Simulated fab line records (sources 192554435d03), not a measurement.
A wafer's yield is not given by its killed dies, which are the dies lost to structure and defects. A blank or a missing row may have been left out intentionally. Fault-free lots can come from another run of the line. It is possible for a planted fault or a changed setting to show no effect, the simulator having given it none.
Matching of chambers | flow n5Finfet | 4 sister chambers for N5_BEOL_M0_SAQP_STRIP_108 on rieDiel-01
The step strips in N2/H2. 16 wafers are shown with their chamber, then 8 later ones without.

== WAFERS PAIRED WITH THEIR CHAMBERS ==
wafer  | chamber | showerheadPlenumPTorr (Torr) | drypumpMotorCurrentA (A) | oesProductAu (a.u.)
L076.3 | 2       | 3.36                         | 6.3                      | 0.73
L076.4 | 3       | 3.23                         | 5.8                      | 0.75
L076.6 | 1       | 3.41                         | 6.0                      | 0.91
L078.1 | 0       | 3.43                         | 5.3                      | 0.70
L078.3 | 1       | 3.41                         | 6.0                      | 0.92
L078.6 | 3       | 3.23                         | 5.8                      | 0.74
L079.1 | 3       | 3.23                         | 5.8                      | 0.74
L079.3 | 0       | 3.43                         | 5.3                      | 0.69
L079.5 | 1       | 3.41                         | 6.0                      | 0.91
L084.3 | 3       | 3.22                         | 5.8                      | 0.74
L084.4 | 2       | 3.36                         | 6.3                      | 0.72
L084.6 | 2       | 3.36                         | 6.3                      | 0.74
L085.2 | 3       | 3.22                         | 5.8                      | 0.73
L085.4 | 2       | 3.36                         | 6.2                      | 0.73
L085.5 | 3       | 3.22                         | 5.8                      | 0.72
L086.2 | 2       | 3.36                         | 6.3                      | 0.73

SIGNATURES (averages over the wafers above)
reading               | chamber 0 | chamber 1 | chamber 2 | chamber 3 | scatter within a chamber
showerheadPlenumPTorr | 3.4300    | 3.4100    | 3.3600    | 3.2250    | 0.00354
drypumpMotorCurrentA  | 5.300     | 6.000     | 6.280     | 5.800     | 0.0258
oesProductAu          | 0.6950    | 0.9133    | 0.7300    | 0.7367    | 0.00842
Rule: for each reading, subtract the chamber's mean from the wafer's reading, divide by that reading's scatter and square the result; add these up over the readings and take the root, which gives the wafer's distance from the chamber. If the next closest chamber is less than 2 further off than the closest, the wafer can't be placed; otherwise it belongs to the closest. How the scatter is found: for the shown wafers, subtract from each reading the mean of its chamber, square and add these, divide the total by (wafers less chambers), then take the root.

== WAFERS MISSING THEIR CHAMBER ==
wafer  | showerheadPlenumPTorr (Torr) | drypumpMotorCurrentA (A) | oesProductAu (a.u.)
L086.3 | 3.40                         | 6.0                      | 0.88
L086.5 | 3.22                         | 5.8                      | 0.73
L089.1 | 3.22                         | 5.9                      | 0.73
L089.5 | 3.22                         | 5.8                      | 0.72
L089.6 | 3.35                         | 6.3                      | 0.72
L095.2 | 3.39                         | 6.0                      | 0.87
L095.3 | 3.21                         | 5.8                      | 0.72
L095.5 | 3.42                         | 5.3                      | 0.97

== WHICH CHAMBER EACH WENT THROUGH ==
wafer  | from the rows above | in truth
L086.3 | 1                   | 1
L086.5 | 3                   | 3
L089.1 | 3                   | 3
L089.5 | 3                   | 3
L089.6 | 2                   | 2
L095.2 | 1                   | 1
L095.3 | 3                   | 3
L095.5 | 1                   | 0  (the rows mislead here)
7 of 8 placed correctly. Can't be placed from these rows: 0. 1 placed wrongly.
